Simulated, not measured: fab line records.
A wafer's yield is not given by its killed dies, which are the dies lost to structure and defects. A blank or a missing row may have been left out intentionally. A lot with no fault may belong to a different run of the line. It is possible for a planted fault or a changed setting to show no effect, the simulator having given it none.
Matching of chambers :: flow nand harc :: cmp-02 running NHARC_A_STAIRCASE_CMP_472: 4 sister chambers
The step polishes SiO2. 22 wafers are shown with their chamber, then 11 later ones without.

EACH WAFER AND ITS CHAMBER
wafer: L074.1
chamber: 2
motor current A (A): 10.5

wafer: L074.5
chamber: 0
motor current A (A): 11.9

wafer: L074.6
chamber: 3
motor current A (A): 10.8

wafer: L075.1
chamber: 0
motor current A (A): 12.7

wafer: L075.2
chamber: 3
motor current A (A): 11.4

wafer: L075.3
chamber: 1
motor current A (A): 10.3

wafer: L079.2
chamber: 3
motor current A (A): 11.1

wafer: L079.3
chamber: 2
motor current A (A): 11.1

wafer: L079.6
chamber: 1
motor current A (A): 9.7

wafer: L081.3
chamber: 3
motor current A (A): 10.5

wafer: L081.4
chamber: 0
motor current A (A): 12.3

wafer: L081.6
chamber: 1
motor current A (A): 10.4

wafer: L080.2
chamber: 1
motor current A (A): 10.5

wafer: L080.3
chamber: 3
motor current A (A): 10.7

wafer: L080.4
chamber: 0
motor current A (A): 12.0

wafer: L084.1
chamber: 0
motor current A (A): 12.3

wafer: L084.5
chamber: 3
motor current A (A): 11.0

wafer: L084.6
chamber: 0
motor current A (A): 12.2

wafer: L083.1
chamber: 3
motor current A (A): 11.2

wafer: L083.2
chamber: 0
motor current A (A): 12.7

wafer: L083.5
chamber: 0
motor current A (A): 11.7

wafer: L089.3
chamber: 0
motor current A (A): 11.8

SIGNATURES (means of the wafers above)
reading: motor current A
chamber 0: 12.178
chamber 1: 10.225
chamber 2: 10.800
chamber 3: 10.957
scatter within a chamber: 0.35
Rule: a wafer lies at a distance from a chamber equal to the root of the sum of squares, over the readings, of (its reading less the chamber's mean, divided by the reading's scatter). If the next closest chamber is less than 2 further off than the closest, the wafer can't be placed; otherwise it belongs to the closest. The scatter: the root of (the sum of the squares of (reading less its chamber's mean) over the shown wafers, divided by (wafers less chambers)).

WAFERS WITH NO CHAMBER GIVEN
wafer: L089.5
motor current A (A): 10.4

wafer: L089.6
motor current A (A): 12.3

wafer: L093.1
motor current A (A): 10.2

wafer: L093.3
motor current A (A): 10.2

wafer: L093.4
motor current A (A): 10.7

wafer: L095.3
motor current A (A): 12.6

wafer: L095.5
motor current A (A): 11.4

wafer: L095.6
motor current A (A): 11.1

wafer: L097.1
motor current A (A): 11.1

wafer: L097.3
motor current A (A): 11.4

wafer: L097.4
motor current A (A): 10.7

WHICH CHAMBER EACH ONE RAN IN
wafer: L089.5
from the rows above: can't be placed: 1 or 2 or 3
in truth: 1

wafer: L089.6
from the rows above: 0
in truth: 0

wafer: L093.1
from the rows above: can't be placed: 1 or 2
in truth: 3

wafer: L093.3
from the rows above: can't be placed: 1 or 2
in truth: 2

wafer: L093.4
from the rows above: can't be placed: 2 or 3 or 1
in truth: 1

wafer: L095.3
from the rows above: 0
in truth: 0

wafer: L095.5
from the rows above: can't be placed: 3 or 2 or 0
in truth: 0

wafer: L095.6
from the rows above: can't be placed: 3 or 2
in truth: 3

wafer: L097.1
from the rows above: can't be placed: 3 or 2
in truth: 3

wafer: L097.3
from the rows above: can't be placed: 3 or 2 or 0
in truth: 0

wafer: L097.4
from the rows above: can't be placed: 2 or 3 or 1
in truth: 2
Correctly placed: 2 of 11. Not placeable from these rows: 9 (in 8, the candidates include the true chamber). 0 placed wrongly.
